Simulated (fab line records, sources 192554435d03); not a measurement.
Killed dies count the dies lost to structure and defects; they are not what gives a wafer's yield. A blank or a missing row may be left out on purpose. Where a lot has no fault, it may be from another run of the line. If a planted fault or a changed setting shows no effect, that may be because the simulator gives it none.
Chamber matching / flow n5 finfet / N5_FIN_SAQP_ETCH_69 on rie diel-03: 4 sister chambers
The step etches SOC in N2/H2, stops on SiNx, target depth 150 nm. 18 wafers are shown with their chamber, then 9 later ones without.

== EACH WAFER AND ITS CHAMBER ==
wafer=L076.1; chamber=3; drypump motor current A (A)=5.6; throttle valve pct (%)=18.4; oes product au (a.u.)=0.70
wafer=L076.2; chamber=1; drypump motor current A (A)=5.5; throttle valve pct (%)=17.8; oes product au (a.u.)=0.73
wafer=L076.5; chamber=0; drypump motor current A (A)=5.0; throttle valve pct (%)=18.2; oes product au (a.u.)=0.68
wafer=L077.1; chamber=2; drypump motor current A (A)=5.6; throttle valve pct (%)=17.8; oes product au (a.u.)=0.69
wafer=L077.2; chamber=3; drypump motor current A (A)=5.7; throttle valve pct (%)=18.4; oes product au (a.u.)=0.70
wafer=L077.3; chamber=1; drypump motor current A (A)=5.6; throttle valve pct (%)=17.8; oes product au (a.u.)=0.73
wafer=L077.4; chamber=1; drypump motor current A (A)=5.5; throttle valve pct (%)=17.8; oes product au (a.u.)=0.73
wafer=L077.5; chamber=3; drypump motor current A (A)=5.6; throttle valve pct (%)=18.4; oes product au (a.u.)=0.70
wafer=L077.6; chamber=2; drypump motor current A (A)=5.7; throttle valve pct (%)=17.8; oes product au (a.u.)=0.69
wafer=L084.1; chamber=3; drypump motor current A (A)=5.7; throttle valve pct (%)=18.5; oes product au (a.u.)=0.69
wafer=L084.5; chamber=1; drypump motor current A (A)=5.5; throttle valve pct (%)=17.8; oes product au (a.u.)=0.71
wafer=L084.6; chamber=2; drypump motor current A (A)=5.7; throttle valve pct (%)=17.3; oes product au (a.u.)=0.97
wafer=L086.2; chamber=1; drypump motor current A (A)=5.6; throttle valve pct (%)=17.8; oes product au (a.u.)=0.71
wafer=L086.3; chamber=2; drypump motor current A (A)=5.7; throttle valve pct (%)=17.4; oes product au (a.u.)=0.92
wafer=L086.6; chamber=1; drypump motor current A (A)=5.6; throttle valve pct (%)=17.8; oes product au (a.u.)=0.71
wafer=L087.2; chamber=1; drypump motor current A (A)=5.6; throttle valve pct (%)=17.8; oes product au (a.u.)=0.70
wafer=L087.3; chamber=3; drypump motor current A (A)=5.7; throttle valve pct (%)=18.5; oes product au (a.u.)=0.67
wafer=L087.5; chamber=1; drypump motor current A (A)=5.6; throttle valve pct (%)=17.8; oes product au (a.u.)=0.70

SIGNATURES (averages over the wafers above)
reading=drypump motor current A; chamber 0=5.000; chamber 1=5.562; chamber 2=5.675; chamber 3=5.660; scatter within a chamber=0.0523
reading=throttle valve pct; chamber 0=18.200; chamber 1=17.800; chamber 2=17.575; chamber 3=18.440; scatter within a chamber=0.125
reading=oes product au; chamber 0=0.6800; chamber 1=0.7150; chamber 2=0.8175; chamber 3=0.6920; scatter within a chamber=0.0698
Rule: for a wafer and a chamber, the distance is found by dividing, reading by reading, the gap between the wafer's reading and the chamber's mean by the reading's scatter, squaring, summing and taking the root. The wafer belongs to the nearest chamber; if the next one is less than 2 further off, it can't be placed. The scatter: the root of (the sum of the squares of (reading less its chamber's mean) over the shown wafers, divided by (wafers less chambers)).

== WAFERS WITH NO CHAMBER GIVEN ==
wafer=L092.1; drypump motor current A (A)=5.7; throttle valve pct (%)=17.3; oes product au (a.u.)=0.92
wafer=L092.2; drypump motor current A (A)=5.7; throttle valve pct (%)=18.5; oes product au (a.u.)=0.68
wafer=L092.3; drypump motor current A (A)=5.6; throttle valve pct (%)=17.8; oes product au (a.u.)=0.70
wafer=L094.1; drypump motor current A (A)=5.7; throttle valve pct (%)=17.3; oes product au (a.u.)=0.91
wafer=L094.4; drypump motor current A (A)=5.7; throttle valve pct (%)=18.5; oes product au (a.u.)=0.67
wafer=L094.5; drypump motor current A (A)=5.1; throttle valve pct (%)=17.7; oes product au (a.u.)=0.89
wafer=L097.2; drypump motor current A (A)=5.1; throttle valve pct (%)=17.8; oes product au (a.u.)=0.88
wafer=L097.4; drypump motor current A (A)=5.1; throttle valve pct (%)=17.8; oes product au (a.u.)=0.87
wafer=L097.5; drypump motor current A (A)=5.6; throttle valve pct (%)=17.9; oes product au (a.u.)=0.69

== EACH ONE'S CHAMBER ==
wafer=L092.1; from the rows above=2; in truth=2
wafer=L092.2; from the rows above=3; in truth=3
wafer=L092.3; from the rows above=1; in truth=1
wafer=L094.1; from the rows above=2; in truth=2
wafer=L094.4; from the rows above=3; in truth=3
wafer=L094.5; from the rows above=0; in truth=0
wafer=L097.2; from the rows above=0; in truth=0
wafer=L097.4; from the rows above=0; in truth=0
wafer=L097.5; from the rows above=1; in truth=1
9 of 9 placed correctly. Left unplaced by these rows: 0. Number placed wrongly: 0.
